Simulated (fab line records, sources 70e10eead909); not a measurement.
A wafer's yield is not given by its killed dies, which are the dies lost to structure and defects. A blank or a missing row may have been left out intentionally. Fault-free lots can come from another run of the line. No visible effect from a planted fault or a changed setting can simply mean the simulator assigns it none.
Chamber matching | flow nandHarc | 4 sister chambers for NHARC_P_M1_DESCUM_14 on rieDiel-05
The step chemistry O2, time 3 s. 18 wafers are shown with their chamber, then 9 later ones without.

== EACH WAFER AND ITS CHAMBER ==
wafer  | chamber | showerheadPlenumPTorr (Torr) | drypumpMotorCurrentA (A) | oesProductAu (a.u.)
L075.1 | 0       | 2.02                         | 5.2                      | 0.999
L075.3 | 3       | 1.93                         | 6.2                      | 1.017
L075.6 | 1       | 1.99                         | 5.1                      | 0.995
L076.1 | 3       | 1.93                         | 6.1                      | 1.010
L076.4 | 2       | 1.79                         | 5.6                      | 0.994
L076.5 | 2       | 1.79                         | 5.6                      | 0.999
L078.1 | 2       | 1.79                         | 5.6                      | 0.989
L078.2 | 1       | 1.99                         | 5.1                      | 1.002
L078.6 | 0       | 2.02                         | 5.3                      | 1.005
L082.3 | 0       | 2.02                         | 5.3                      | 1.000
L082.4 | 3       | 1.93                         | 6.2                      | 0.997
L082.5 | 3       | 1.93                         | 6.2                      | 1.000
L086.2 | 0       | 2.01                         | 5.3                      | 1.001
L086.5 | 0       | 2.01                         | 5.3                      | 0.996
L086.6 | 1       | 1.99                         | 5.1                      | 1.002
L089.1 | 0       | 2.01                         | 5.2                      | 0.999
L089.2 | 2       | 1.79                         | 5.6                      | 0.994
L089.6 | 0       | 2.01                         | 5.3                      | 0.992

SIGNATURES (means of the wafers above)
reading               | chamber 0 | chamber 1 | chamber 2 | chamber 3 | scatter within a chamber
showerheadPlenumPTorr | 2.0143    | 1.9900    | 1.7900    | 1.9300    | 0.0035
drypumpMotorCurrentA  | 5.271     | 5.100     | 5.600     | 6.175     | 0.0394
oesProductAu          | 0.99886   | 0.99967   | 0.99400   | 1.00600   | 0.00558
Rule: for each reading, subtract the chamber's mean from the wafer's reading, divide by that reading's scatter and square the result; add these up over the readings and take the root, which gives the wafer's distance from the chamber. The wafer belongs to the nearest chamber; if the next one is less than 2 further off, it can't be placed. The scatter: take each reading less its chamber's mean, square it, sum over the shown wafers, divide by the number of wafers less the number of chambers, and take the root.

== WAFERS WHOSE CHAMBER IS MISSING ==
wafer  | showerheadPlenumPTorr (Torr) | drypumpMotorCurrentA (A) | oesProductAu (a.u.)
L088.1 | 1.79                         | 5.6                      | 0.986
L088.4 | 1.99                         | 5.2                      | 0.992
L088.5 | 1.99                         | 5.2                      | 0.990
L095.2 | 1.78                         | 5.6                      | 0.994
L095.4 | 1.99                         | 5.1                      | 1.004
L095.5 | 1.99                         | 5.2                      | 1.003
L097.2 | 1.92                         | 6.2                      | 0.997
L097.4 | 1.99                         | 5.1                      | 0.998
L097.6 | 2.01                         | 5.3                      | 0.991

== CHAMBER TAKEN BY EACH ==
wafer  | from the rows above | in truth
L088.1 | 2                   | 2
L088.4 | 1                   | 1
L088.5 | 1                   | 1
L095.2 | 2                   | 2
L095.4 | 1                   | 1
L095.5 | 1                   | 1
L097.2 | 3                   | 3
L097.4 | 1                   | 1
L097.6 | 0                   | 0
Correctly placed: 9 of 9. Number that these rows cannot place: 0. Number placed wrongly: 0.
